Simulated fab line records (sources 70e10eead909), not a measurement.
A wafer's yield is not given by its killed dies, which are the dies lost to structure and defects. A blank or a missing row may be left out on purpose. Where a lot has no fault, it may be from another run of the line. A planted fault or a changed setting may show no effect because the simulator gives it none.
fab line records	flow nand-harc
record lots=6	wafers=18	last-day=33
route steps=1302 shown A_CHANNEL_HOLE_D1@483 A_CHANNEL_FILL_D1@490 END@1302
lots that met no fault: from a run of the same line without faults
start-h: hours from the record's first day to the start of the lot's first wafer shown	wait-h: hours elapsed since this lot's preceding step	" unchanged from the row above	L1.1+2: a row that stands for several wafers	- either no value or no given start	* or withheld: withheld	< > ~ a bound
route shown NAME@n: a module of which the file shows steps, and the number in the route of the first	usual: average and standard deviation across the fault-free wafers	same: alike in all rows	chamber/n: place in a boat	sites: readings site by site	_std_site: their standard deviation	_edge_site: mean of outer sites minus mean of inner sites	radius-mm: how far each site lies from the wafer's centre	mask NAME#n: copy n	behind: the most recent tool/chamber to have shaped the wafer	hold: reason for holding the lot/hours on hold/outcome of the hold	device: whichever transistor did not switch (one of n, p or np)	end of line: the tests these same wafers got at the end of their route	a step given without rows: its recipe and nothing more	killed: count of dies lost to structure and defects at first sort (not the wafer's yield)	map: a wafer's dies, marking killed ones x, the rest . and places with no die _
set.NAME: the setting the step ran with; set.NAME@STEP: the setting that earlier step ran with	model.NAME: the simulator's own value behind a step, which no gauge read
certain route steps with their lots: each step a table, each wafer a row
services: from which hour (start-h, from the record's first day; less than 0 if before it) a tool's chamber was out of use, for how many hours, and why
## steps
# step NHARC_A_CHANNEL_HOLE_D1_ETCH_44
# recipe target-depth-a=1400	overetch-a=140	time-s=77	ion-energy-ev=100	cf4-flow-sccm=80	o2-flow-sccm=20	ar-flow-sccm=0	rf-w=300	bias-w=100	chemistry=CF4/O2
# usual drypump-motor-current-A=5.5/0.45	mfc-ar-sccm=0.009/0.012	oes-product-au=0.998/0.012	rf-vpp-V=198.3/1.3	showerhead-plenum-p-Torr=1.36/0.047	throttle-valve-pct=13.397/0.0088
# same time-s=77
lot.wafer	tool	chamber	start-h	wait-h	drypump-motor-current-A	mfc-ar-sccm	oes-product-au	rf-hours-counter-h	rf-vpp-V	showerhead-plenum-p-Torr	throttle-valve-pct
L320.2	rie-diel-13	3	189.78	0.1	5.2	0	1.002	6	200.0	1.43	13.395
L320.4	"	1	"	"	5.9	0	1.014	7	196.4	1.27	13.400
L320.5	"	3	"	"	5.2	0	1.001	-	199.3	1.43	13.400
L331.2	rie-diel-09	2	300.97	0.1	6.2	0	0.991	52	199.2	1.39	13.421
L331.4	"	3	"	"	5.3	0	1.009	51	197.9	1.31	13.401
L331.3	"	1	"	"	5.9	0	1.012	47	198.3	1.29	13.395
L332.4	rie-diel-10	3	301.71	0.1	5.7	0.026	0.999	6	199.2	1.34	13.388
L332.2	"	1	"	"	5.4	0.020	0.985	5	198.8	1.37	13.395
L332.3	"	2	"	"	4.7	0	0.995	5	195.9	1.30	13.408
L337.2	rie-diel-13	2	356.62	0.0	5.2	0	1.016	2	200.0	1.39	13.393
L337.1	"	3	"	"	5.2	0	0.991	1	199.1	1.42	13.401
L337.4	"	1	"	"	5.9	0	1.012	2	195.4	1.26	13.390
L339.4	rie-diel-10	2	375.29	0.1	4.7	0	0.995	11	196.9	1.30	13.402
L339.2	"	1	"	"	5.4	0.020	0.982	11	198.6	1.37	13.402
L339.5	"	3	"	"	5.7	0.026	1.002	-	197.6	1.34	13.403
L342.4	rie-diel-10	1	413.03	0.1	5.5	0.020	0.983	15	198.2	1.37	13.385
L342.5	"	0	"	"	5.8	0	1.011	-	200.3	1.40	13.396
L342.6	"	1	"	"	5.5	0.020	0.994	-	198.7	1.37	13.391
# step NHARC_A_CHANNEL_HOLE_D1_STRIP_27
# recipe o2-flow-sccm=500	ar-flow-sccm=0	bias-w=0	chemistry=O2
# usual drypump-motor-current-A=5.6/0.42	mfc-ar-sccm=0.009/0.012	oes-product-au=0.998/0.013	rf-vpp-V=57.9/0.83	showerhead-plenum-p-Torr=3.59/0.12	throttle-valve-pct=17.037/0.0093
lot.wafer	tool	chamber	start-h	wait-h	drypump-motor-current-A	mfc-ar-sccm	oes-product-au	rf-hours-counter-h	rf-vpp-V	showerhead-plenum-p-Torr	throttle-valve-pct
L320.2	rie-diel-13	1	-	-	5.9	0	1.015	7	58.4	3.37	17.038
L320.4	"	2	"	"	5.2	0	1.002	8	56.4	3.69	17.039
L320.5	"	1	"	"	5.9	0	1.020	-	56.4	3.37	17.053
L331.2	rie-diel-09	0	-	-	6.1	0.027	0.984	44	58.7	3.78	17.038
L331.4	"	1	"	"	5.9	0	0.998	47	57.9	3.42	17.046
L331.3	"	2	"	"	6.2	0	0.987	52	58.6	3.66	17.045
L332.2	rie-diel-10	0	-	-	5.8	0	1.011	6	58.4	3.69	17.036
L332.4	"	1	"	"	5.5	0.020	0.980	5	57.9	3.63	17.033
L332.3	"	2	"	"	4.7	0	0.990	6	58.4	3.44	17.045
L337.1	rie-diel-13	1	-	-	5.9	0	1.004	2	59.7	3.35	17.031
L337.4	"	2	"	"	5.2	0	1.005	2	57.7	3.66	17.052
L337.2	"	0	"	"	5.6	0.023	0.993	1	59.1	3.53	17.032
L339.2	rie-diel-10	2	-	-	4.7	0	0.982	11	57.0	3.44	17.038
L339.4	"	3	"	"	5.7	0.026	0.989	11	56.3	3.53	17.027
L339.5	"	1	"	"	5.5	0.020	0.986	-	57.9	3.62	17.054
L342.4	rie-diel-10	1	-	-	5.5	0.020	0.980	15	58.1	3.62	17.050
L342.5	"	3	"	"	5.8	0.026	0.992	-	56.7	3.53	17.026
L342.6	"	0	"	"	5.8	0	1.004	-	59.4	3.69	17.045
# step NHARC_A_CHANNEL_HOLE_D1_PRECLEAN_28
# recipe time-s=*	temp-c=50	bath-age-min=0	chemistry=SC1
# step NHARC_A_CHANNEL_HOLE_D1_SRD_29
# step NHARC_A_CHANNEL_HOLE_D1_CD_MEAS_30
# usual cd-nm=90.7/2
lot.wafer	tool	chamber	start-h	wait-h	cd-nm
L320.2	cd-sem-03	-	190.58	-	93.6
L320.4	"	-	"	"	92.2
L320.5	"	-	"	"	93.3
L331.2	cd-sem-03	-	301.77	-	92.8
L331.3	"	-	"	"	89.7
L331.4	"	-	"	"	90.7
L332.2	cd-sem-03	-	302.52	-	90.4
L332.3	"	-	"	"	90.0
L332.4	"	-	"	"	91.8
L337.1	cd-sem-03	-	357.45	-	92.1
L337.2	"	-	"	"	90.8
L337.4	"	-	"	"	89.1
L339.2	cd-sem-03	-	376.09	-	88.2
L339.4	"	-	"	"	89.1
L339.5	"	-	"	"	91.9
L342.4	cd-sem-03	-	413.83	-	89.9
L342.5	"	-	"	"	88.4
L342.6	"	-	"	"	89.4
# step NHARC_A_CHANNEL_HOLE_D1_XSEM_31
# recipe landing-energy-ev=35000
# usual bot-cd-nm=75.4/2	bow-nm=8.62/0.28	tilt-deg=0.07/0.05
# same landing-energy-ev=35000
lot.wafer	tool	chamber	start-h	wait-h	bot-cd-nm	bow-nm	tilt-deg
L320.2	xsem-01	0	190.67	0.1	78.4	8.78	0.11
L320.4	"	0	"	"	77.5	8.83	0.11
L320.5	"	0	"	"	78.6	8.89	0.11
L331.2	xsem-01	0	301.86	0.1	77.9	8.56	0.14
L331.3	"	0	"	"	74.3	8.47	0.14
L331.4	"	0	"	"	74.8	8.52	0.14
L332.2	xsem-02	0	302.61	0.1	74.9	8.83	0.09
L332.3	"	0	"	"	73.9	8.87	0.09
L332.4	"	0	"	"	76.0	8.87	0.09
L337.1	xsem-01	0	357.53	0.1	76.9	8.71	0.05
L337.2	"	0	"	"	74.5	8.73	0.05
L337.4	"	0	"	"	73.5	8.74	0.05
L339.2	xsem-02	0	376.18	0.1	72.5	8.20	0.07
L339.4	"	0	"	"	73.3	8.19	0.07
L339.5	"	0	"	"	75.3	8.07	0.07
L342.4	xsem-01	0	413.92	0.1	74.3	8.59	0.08
L342.5	"	0	"	"	73.4	8.54	0.08
L342.6	"	0	"	"	74.8	8.58	0.08
# step NHARC_A_CHANNEL_HOLE_D1_INSPECT_40
# usual raw-defect-count=74/25
lot.wafer	tool	chamber	start-h	wait-h	raw-defect-count
L320.2	defect-inspect-01	-	190.76	-	112
L320.4	"	-	"	"	110
L320.5	"	-	"	"	123
L331.2	defect-inspect-01	-	301.96	-	96
L331.3	"	-	"	"	53
L331.4	"	-	"	"	86
L332.2	defect-inspect-01	-	302.71	-	49
L332.3	"	-	"	"	56
L332.4	"	-	"	"	44
L337.1	defect-inspect-01	-	357.63	-	48
L337.2	"	-	"	"	55
L337.4	"	-	"	"	76
L339.2	defect-inspect-02	-	376.28	-	63
L339.4	"	-	"	"	65
L339.5	"	-	"	"	48
L342.4	defect-inspect-01	-	414.01	-	89
L342.5	"	-	"	"	56
L342.6	"	-	"	"	57
# step NHARC_A_CHANNEL_FILL_D1_PRECLEAN_00
# recipe time-s=*	temp-c=50	bath-age-min=0	chemistry=SC1
# step NHARC_A_CHANNEL_FILL_D1_SRD_01
# step NHARC_A_CHANNEL_FILL_D1_ALD_02
# recipe target-thk-a=60	pulse-time-s=10	ald-cycles=60	temp-c=300	material=SiO2
# step NHARC_A_CHANNEL_FILL_D1_ALD_03
# recipe target-thk-a=60	pulse-time-s=60	ald-cycles=58	temp-c=630	pressure-torr=2	material=SiNx
# usual ald-cycles=58/0	precursor-pulse-height-rel=1.001/0.019
lot.wafer	tool	chamber	start-h	wait-h	ald-cycles	precursor-pulse-height-rel
L320.2	ald-sin-batch-03	0	-	-	58	1.030
L320.4	"	0	"	"	58	1.014
L320.5	"	0	"	"	58	1.032
L331.2	ald-sin-batch-03	0	-	-	58	0.995
L331.3	"	0	"	"	58	0.994
L331.4	"	0	"	"	58	0.957
L332.2	ald-sin-batch-03	0	-	-	58	1.000
L332.3	"	0	"	"	58	1.014
L332.4	"	0	"	"	58	1.023
L337.1	ald-sin-batch-01	0	-	-	58	1.005
L337.2	"	0	"	"	58	0.972
L337.4	"	0	"	"	58	1.006
L339.2	ald-sin-batch-01	0	-	-	58	0.989
L339.4	"	0	"	"	58	1.006
L339.5	"	0	"	"	58	0.973
L342.4	ald-sin-batch-03	0	-	-	58	0.990
L342.5	"	0	"	"	58	0.988
L342.6	"	0	"	"	58	0.994
# step NHARC_A_CHANNEL_FILL_D1_ALD_14
# recipe target-thk-a=25	pulse-time-s=10	ald-cycles=25	temp-c=300	material=SiO2
# usual ald-cycles=25/0	heater-power-w=449/43	precursor-pulse-height-rel=0.999/0.022
lot.wafer	tool	chamber	start-h	wait-h	ald-cycles	heater-power-w	precursor-pulse-height-rel
L320.2	ald-hk-03	3	198.51	0.1	25	430	1.008
L320.4	"	0	"	"	25	476	0.985
L320.5	"	2	"	"	25	490	1.019
L331.4	ald-hk-03	2	309.15	0.0	25	501	1.014
L331.3	"	3	"	"	25	446	1.032
L331.2	"	1	"	"	25	399	1.014
L332.2	ald-hk-03	3	309.41	0.3	25	454	1.003
L332.4	"	0	"	"	25	508	1.014
L332.3	"	1	"	"	25	405	0.975
L337.1	ald-hk-01	2	364.23	0.0	25	422	1.017
L337.2	"	3	"	"	25	396	0.994
L337.4	"	0	"	"	25	394	1.026
L339.4	ald-hk-01	2	383.61	0.1	25	433	0.994
L339.2	"	3	"	"	25	403	1.006
L339.5	"	1	"	"	25	471	0.991
L342.4	ald-hk-04	2	421.20	0.0	25	415	0.986
L342.6	"	2	"	"	25	427	1.031
L342.5	"	3	"	"	25	522	1.041
# step NHARC_A_CHANNEL_FILL_D1_ALD_15
# recipe target-thk-a=20	pulse-time-s=60	ald-cycles=19	temp-c=630	pressure-torr=2	material=SiNx
# usual ald-cycles=19/0	precursor-pulse-height-rel=0.998/0.019
lot.wafer	tool	chamber	start-h	wait-h	ald-cycles	precursor-pulse-height-rel
L320.2	ald-sin-batch-02	0	201.56	-	19	1.011
L320.4	"	0	"	"	19	1.006
L320.5	"	0	"	"	19	0.977
L331.2	ald-sin-batch-02	0	312.27	-	21	1.001
L331.3	"	0	"	"	21	1.025
L331.4	"	0	"	"	21	1.006
L332.2	ald-sin-batch-02	0	312.27	-	21	1.027
L332.3	"	0	"	"	21	0.984
L332.4	"	0	"	"	21	1.007
L337.1	ald-sin-batch-03	0	367.35	-	19	0.974
L337.2	"	0	"	"	19	0.983
L337.4	"	0	"	"	19	1.043
L339.2	ald-sin-batch-01	0	386.69	-	19	1.018
L339.4	"	0	"	"	19	0.973
L339.5	"	0	"	"	19	0.997
L342.4	ald-sin-batch-03	0	424.33	-	19	0.981
L342.5	"	0	"	"	19	0.992
L342.6	"	0	"	"	19	1.000
# step NHARC_A_CHANNEL_FILL_D1_ALD_16
# recipe target-thk-a=15	pulse-time-s=10	ald-cycles=15	temp-c=300	material=SiO2
# step NHARC_END_SORT_01
# recipe temp-c=25
# usual killed-at-array=54/17	killed-at-other=0.7/1	killed-at-periphery=3.7/2.9	killed-dies=58/16	killed-open=3.2/1.9	killed-short=2.2/1.5
# same gross-dies=677
lot.wafer	tool	chamber	start-h	wait-h	killed-at-array	killed-at-other	killed-at-periphery	killed-dies	killed-open	killed-short
L320.2	prober-02	0	573.93	2.8	77	0	0	77	2	1
L320.4	prober-02	0	575.51	3.4	70	0	1	71	1	3
L320.5	prober-02	0	576.30	3.7	90	0	1	91	3	3
L331.3	prober-01	0	672.81	3.1	37	1	1	39	2	1
L332.2	prober-02	0	672.03	2.8	19	1	3	23	3	3
L332.4	prober-02	0	673.63	3.4	26	1	2	29	3	3
L339.2	prober-02	0	751.33	2.8	48	0	7	55	5	1
L339.4	prober-02	0	752.94	3.4	49	1	6	56	2	1
L339.5	prober-02	0	753.75	3.7	51	0	8	59	3	1
# killed by level:class
L320.2 A_CHANNEL_HOLE_D2:chamber-film-flake=27 A_CHANNEL_HOLE_D1:chamber-film-flake=24 A_SLIT:chamber-film-flake=15 A_WL_FILL:chamber-film-flake=3 A_SGD_CUT:chamber-film-flake=2 A_ONON_D2:geometric-particle:open=1 A_CHANNEL_FILL_D2:geometric-particle:open=1 A_CHANNEL_FILL_D2:geometric-particle:short=1
L320.4 A_CHANNEL_HOLE_D2:chamber-film-flake=30 A_SLIT:chamber-film-flake=14 A_CHANNEL_HOLE_D1:chamber-film-flake=14 A_CONTACT:chamber-film-flake=4 A_SGD_CUT:chamber-film-flake=3 A_CONTACT:unspecified=2 P_M1:geometric-particle:open=1 A_ONON_D1:geometric-particle:short=1
L320.5 A_CHANNEL_HOLE_D1:chamber-film-flake=31 A_CHANNEL_HOLE_D2:chamber-film-flake=30 A_SLIT:chamber-film-flake=14 A_DECK1_JOINT:chamber-film-flake=4 A_CHANNEL_FILL_D1:geometric-particle:short=1 A_CHANNEL_FILL_D1:geometric-particle:open=1 A_WL_FILL:geometric-particle:open=1 A_WL_FILL:geometric-particle:short=1
L332.2 A_CHANNEL_HOLE_D1:chamber-film-flake=5 A_M1:chamber-film-flake=3 P_GATE:chamber-film-flake=2 A_SLIT:chamber-film-flake=2 P_STI:geometric-particle:open=1 A_SOURCE_PLATE:geometric-particle:short=1 A_ONON_D2:geometric-particle:short=1 A_WL_FILL:geometric-particle:open=1
L331.3 A_CHANNEL_HOLE_D1:chamber-film-flake=23 A_CHANNEL_FILL_D1:chamber-film-flake=4 A_SLIT:chamber-film-flake=3 A_CHANNEL_FILL_D1:geometric-particle:open=1 A_WL_FILL:geometric-particle:short=1 A_M1:geometric-particle:open=1 P_GATE:chamber-film-flake=1 A_CHANNEL_FILL_D2:chamber-film-flake=1
L332.4 A_CHANNEL_HOLE_D1:chamber-film-flake=8 A_CHANNEL_FILL_D2:chamber-film-flake=3 A_CHANNEL_FILL_D1:geometric-particle:short=2 A_CHANNEL_HOLE_D2:geometric-particle:open=2 A_SLIT:chamber-film-flake=2 A_WL_FILL:chamber-film-flake=2 A_CONTACT:chamber-film-flake=2 A_M1:chamber-film-flake=2
L339.2 A_SLIT:chamber-film-flake=26 A_CHANNEL_HOLE_D1:chamber-film-flake=12 A_STAIRCASE:chamber-film-flake=3 A_CONTACT:chamber-film-flake=3 P_GATE:geometric-particle:open=2 P_CONTACT:chamber-film-flake=2 A_WL_FILL:geometric-particle:short=1 A_WL_FILL:geometric-particle:open=1
L339.4 A_SLIT:chamber-film-flake=37 A_CHANNEL_HOLE_D1:chamber-film-flake=4 A_STAIRCASE:chamber-film-flake=4 P_CONTACT:chamber-film-flake=2 A_CONTACT:chamber-film-flake=2 P_STI:geometric-particle:open=1 A_CHANNEL_FILL_D1:geometric-particle:short=1 STARTING-WAFER:geometric-particle:open=1
L339.5 A_SLIT:chamber-film-flake=30 A_CONTACT:chamber-film-flake=9 A_CHANNEL_HOLE_D1:chamber-film-flake=6 P_CONTACT:chamber-film-flake=4 P_M1:chamber-film-flake=2 A_STAIRCASE:chamber-film-flake=2 A_ONON_D1:geometric-particle:open=1 A_ONON_D2:geometric-particle:short=1
## services
tool	chamber	start-h	hours	kind
rie-diel-10	2	171.16	11.7	repair
rie-diel-09	0	171.32	3.0	repair
rie-diel-10	0	172.72	-	clean
rie-diel-10	3	175.32	6.7	repair
ald-hk-04	-	182.86	2.4	repair
ald-hk-03	-	216.46	10.0	pm
ald-hk-04	-	221.51	0.9	repair
rie-diel-10	-	242.69	9.0	pm
ald-hk-01	-	247.90	1.9	repair
ald-hk-04	-	254.66	10.0	pm
rie-diel-09	2	261.33	4.3	repair
ald-sin-batch-02	-	269.05	26.0	pm
ald-hk-01	-	297.17	10.0	pm
rie-diel-13	0	298.47	3.4	repair
rie-diel-13	2	300.65	10.0	repair
rie-diel-09	-	318.44	0.7	repair
rie-diel-09	-	320.14	9.0	pm
rie-diel-13	-	342.16	9.0	pm
rie-diel-10	3	342.48	11.4	repair
rie-diel-09	1	356.47	11.1	repair
xsem-01	-	374.00	14.0	pm
rie-diel-13	2	384.14	13.5	repair
rie-diel-09	1	399.58	2.5	repair
rie-diel-10	-	419.69	9.0	pm
## key
first-sign step=NHARC_A_CHANNEL_FILL_D1_ALD_15	reading=ald-cycles	direction=up	sigmas=99+	usual=19	struck=21
effect none on later readings
met-at NHARC_A_CHANNEL_FILL_D1_ALD_15
struck-wafers L331.2,L331.3,L331.4,L332.2,L332.3,L332.4
tester-left-out L331,L332
onset-between 201.56 312.27
fault kind=process-parameter-drift	tool=ald-sin-batch-02	chamber=-	onset-h=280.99	steps=NHARC_A_CHANNEL_FILL_D1_ALD_15	channel=ald-cycles	offset=2	shape=step	end-h=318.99	acts-in=these-recipes-only	stated=19
# tester-left-out: of these lots the tester's yield and bins aren't shown, on N5 and GAA mostly nor the transistor test; their killed dies are dies lost to structure and defects alone, not to doping, threshold or leakage, so they don't give the yield
